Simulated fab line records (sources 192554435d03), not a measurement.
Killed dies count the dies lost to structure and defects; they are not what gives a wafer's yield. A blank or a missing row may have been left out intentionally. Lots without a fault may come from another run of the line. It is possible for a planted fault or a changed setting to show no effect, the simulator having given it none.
Matching of chambers | flow n5-finfet | 4 sister chambers for N5_BEOL_M9_DESCUM_16 on rie-diel-03
The step chemistry O2, time 7.9 s. 14 wafers are shown with their chamber, then 7 later ones without.

== EACH WAFER AND ITS CHAMBER ==
wafer  | chamber | throttle-valve-pct (%) | drypump-motor-current-A (A) | showerhead-plenum-p-Torr (Torr)
L078.1 | 0       | 20.41                  | 5.1                         | 2.15
L078.4 | 2       | 19.89                  | 5.6                         | 2.13
L078.5 | 3       | 20.17                  | 5.2                         | 2.10
L080.1 | 2       | 19.91                  | 5.7                         | 2.12
L080.2 | 1       | 19.93                  | 6.3                         | 2.05
L080.4 | 0       | 20.45                  | 5.1                         | 2.14
L085.3 | 0       | 20.44                  | 5.1                         | 2.14
L085.4 | 1       | 19.93                  | 6.4                         | 2.04
L085.6 | 3       | 20.18                  | 5.2                         | 2.10
L087.1 | 3       | 20.19                  | 5.1                         | 2.09
L087.2 | 1       | 19.94                  | 6.4                         | 2.04
L087.5 | 1       | 19.95                  | 6.4                         | 2.04
L090.4 | 2       | 19.94                  | 5.6                         | 2.12
L090.5 | 2       | 19.93                  | 5.6                         | 2.12

SIGNATURES (means of the wafers above)
reading                  | chamber 0 | chamber 1 | chamber 2 | chamber 3 | scatter within a chamber
throttle-valve-pct       | 20.4333   | 19.9375   | 19.9175   | 20.1800   | 0.0168
drypump-motor-current-A  | 5.100     | 6.375     | 5.625     | 5.167     | 0.0465
showerhead-plenum-p-Torr | 2.1433    | 2.0425    | 2.1225    | 2.0967    | 0.00532
Rule: for a wafer and a chamber, the distance is found by dividing, reading by reading, the gap between the wafer's reading and the chamber's mean by the reading's scatter, squaring, summing and taking the root. The wafer belongs to the nearest chamber; if the next one is less than 2 further off, it can't be placed. The scatter: the root of (the sum of the squares of (reading less its chamber's mean) over the shown wafers, divided by (wafers less chambers)).

== WAFERS WITHOUT THEIR CHAMBER ==
wafer  | throttle-valve-pct (%) | drypump-motor-current-A (A) | showerhead-plenum-p-Torr (Torr)
L090.6 | 20.19                  | 5.1                         | 2.09
L093.1 | 19.95                  | 5.6                         | 2.12
L093.2 | 19.96                  | 6.4                         | 2.03
L093.6 | 19.96                  | 6.4                         | 2.04
L095.2 | 20.00                  | 5.1                         | 2.13
L095.3 | 19.96                  | 5.6                         | 2.12
L095.6 | 20.19                  | 5.2                         | 2.09

== WHICH CHAMBER EACH ONE RAN IN ==
wafer  | from the rows above     | in truth
L090.6 | 3                       | 3
L093.1 | 2                       | 2
L093.2 | 1                       | 1
L093.6 | 1                       | 1
L095.2 | can't be placed: 2 or 3 | 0
L095.3 | 2                       | 2
L095.6 | 3                       | 3
Placed correctly: 6 of 7. Not placeable from these rows: 1 (in 0, the candidates include the true chamber). 0 placed wrongly.
